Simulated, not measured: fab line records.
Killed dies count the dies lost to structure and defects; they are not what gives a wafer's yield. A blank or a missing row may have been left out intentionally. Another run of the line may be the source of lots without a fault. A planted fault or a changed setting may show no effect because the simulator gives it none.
Lot-split experiment | flow n5-finfet | 21 wafers read from 7 lots, route of 1938 steps

THE SPLIT ITSELF
At N5_BEOL_M14_TRENCH_ETCH_34 (etches SiO2 in C4F8/O2/Ar, target depth 556.65 nm, time 126.9 s), the setting time-s was moved away from the recipe's 126.9 s on 6 of the 21 wafers read, by -12.0% to +15.2%. All remaining wafers had this setting at the recipe value.

FROM THE SPLIT TO THE READING: what the file shows between them, 10 steps
- N5_BEOL_M14_STRIP_70: strips in C4F8/O2/Ar
- N5_BEOL_M14_OCD_MEAS_35
- N5_BEOL_M14_STRIP_37: strips in O2
- N5_BEOL_M14_ETCH_38: etches SiCN in CF4/N2, target depth 106.5 nm, time 120.6 s
- N5_BEOL_M14_ECD_47: material Cu, target thk 1248 nm
- N5_BEOL_M14_ANNEAL_48: time 90 s
- N5_BEOL_M14_CMP_49: polishes, stops on SiO2, t overpolish 5.2 s, target thk 560 nm
- N5_BEOL_M14_THK_MEAS_50: measures by xrf
- N5_BEOL_M14_PRE_CLEAN_52: time 15 s
- N5_BEOL_M14_DEP_53: deposits SiCN from 3MS/NH3, target thk 50 nm, time 17.8 s

THE READING
M14_RS, in ohm/sq, at N5_BEOL_M14_RS_MEAS_54 (measures by four-point-probe). Typical for fault-free wafers on this fab line: 0.0331 ohm/sq, with standard deviation 0.00053 ohm/sq.

wafer  | tool, chamber at the split | time-s as run, s | against the recipe | M14_RS, ohm/sq | against lot-mates on the recipe
L075.1 | rie-diel-06, 3             | 126.9            | recipe             | 0.0339         | -
L075.2 | rie-diel-06, 1             | 126.9            | recipe             | 0.0327         | -
L075.4 | rie-diel-06, 0             | 111.7            | -12.0%             | 0.0386         | +0.0053
L084.4 | rie-diel-04, 3             | 126.9            | recipe             | 0.0325         | -
L084.5 | rie-diel-04, 1             | 126.9            | recipe             | 0.0326         | -
L084.6 | rie-diel-04, 2             | 126.9            | recipe             | 0.0331         | -
L085.1 | rie-diel-03, 0             | 146.2            | +15.2%             | 0.0293         | -0.0042
L085.3 | rie-diel-03, 1             | 126.9            | recipe             | 0.0335         | -
L085.4 | rie-diel-03, 3             | 146.2            | +15.2%             | 0.0288         | -0.0047
L090.1 | rie-diel-03, 1             | 112.9            | -11.0%             | 0.0376         | +0.0039
L090.2 | rie-diel-03, 2             | 126.9            | recipe             | 0.0338         | -
L090.3 | rie-diel-03, 0             | 126.9            | recipe             | 0.0336         | -
L091.1 | rie-diel-06, 3             | 126.9            | recipe             | 0.0319         | -
L091.2 | rie-diel-06, 2             | 126.9            | recipe             | 0.0333         | -
L091.6 | rie-diel-06, 3             | 126.9            | recipe             | 0.0321         | -
L089.1 | rie-diel-03, 0             | 126.9            | recipe             | 0.0333         | -
L089.4 | rie-diel-03, 1             | 126.9            | recipe             | 0.0335         | -
L089.5 | rie-diel-03, 0             | 126.9            | recipe             | 0.0334         | -
L097.2 | rie-diel-06, 2             | 118.9            | -6.3%              | 0.0354         | +0.0026
L097.3 | rie-diel-06, 1             | 126.9            | recipe             | 0.0328         | -
L097.4 | rie-diel-06, 3             | 118.9            | -6.3%              | 0.0342         | +0.0014

THE FIT
A straight line over all 21 wafers: M14_RS changes by -0.000321 ohm/sq for each +1% of time-s; r = -0.94; the points scatter about the line by 0.00075 ohm/sq.
The same after taking each lot's own level away (the mean of its wafers on the recipe; 21 wafers): -0.00033 ohm/sq for each +1%; r = -0.97; scatter 0.00052 ohm/sq.
On that fit, the largest move of time-s shifts the reading by 0.005 ohm/sq.
Measured against the standard deviation above, the lots' own levels, which go from 0.03243 to 0.03370 ohm/sq, span 2.4 times it.
The two slopes agree, so the slope changes little with the lot-to-lot level.
Check: -0.00526 ohm/sq against its lot-mates is what the line predicts for one of the wafers moved furthest among these (+15.2%) when that wafer is left out of the fit. It came out at -0.0042 ohm/sq against them.

OTHER SPLITS APPLIED TO THESE WAFERS
These wafers also went through other splits before the reading. Each is held against what the fit with the lots' levels taken away leaves over:
other split on the same wafers    | wafers away from the commonest value | r with M14_RS (lot level and that fit taken away)
N5_BEOL_M12_EXPOSE_07 dose-mj     | 4                                    | +0.55
N5_BEOL_M13_ETCH_68 time-s        | 7                                    | +0.27
N5_BEOL_M13_TRENCH_ETCH_34 time-s | 4                                    | +0.50

THE WHOLE CHAIN: every reading that the file lists as answering this split, in the file's order
step                       | what it does                                                    | reading                                                                       | change (the file's fit)               | r (the file's)
N5_BEOL_M14_TRENCH_ETCH_34 | etches SiO2 in C4F8/O2/Ar, target depth 556.65 nm, time 126.9 s | etch.depth-nm (the simulator's own value, which no gauge read)                | +5.65 nm for each +1% of the setting  | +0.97
N5_BEOL_M14_OCD_MEAS_35    |                                                                 | trench-depth-nm                                                               | +5.65 nm for each +1% of the setting  | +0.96
N5_BEOL_M14_CMP_49         | polishes, stops on SiO2, t overpolish 5.2 s, target thk 560 nm  | Cu_of_BEOL_M14_ECD_47.thk-nm (the simulator's own value, which no gauge read) | +5.64 nm for each +1% of the setting  | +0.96
N5_BEOL_M14_THK_MEAS_50    | measures by xrf                                                 | M14_THK                                                                       | +5.53 for each +1% of the setting     | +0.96
N5_BEOL_M14_RS_MEAS_54     | measures by four-point-probe                                    | M14_RS                                                                        | -0.000351 for each +1% of the setting | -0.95

FILE'S OWN FIT
M14_RS changes by -0.000351 ohm/sq for each +1% of time-s, r = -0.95.
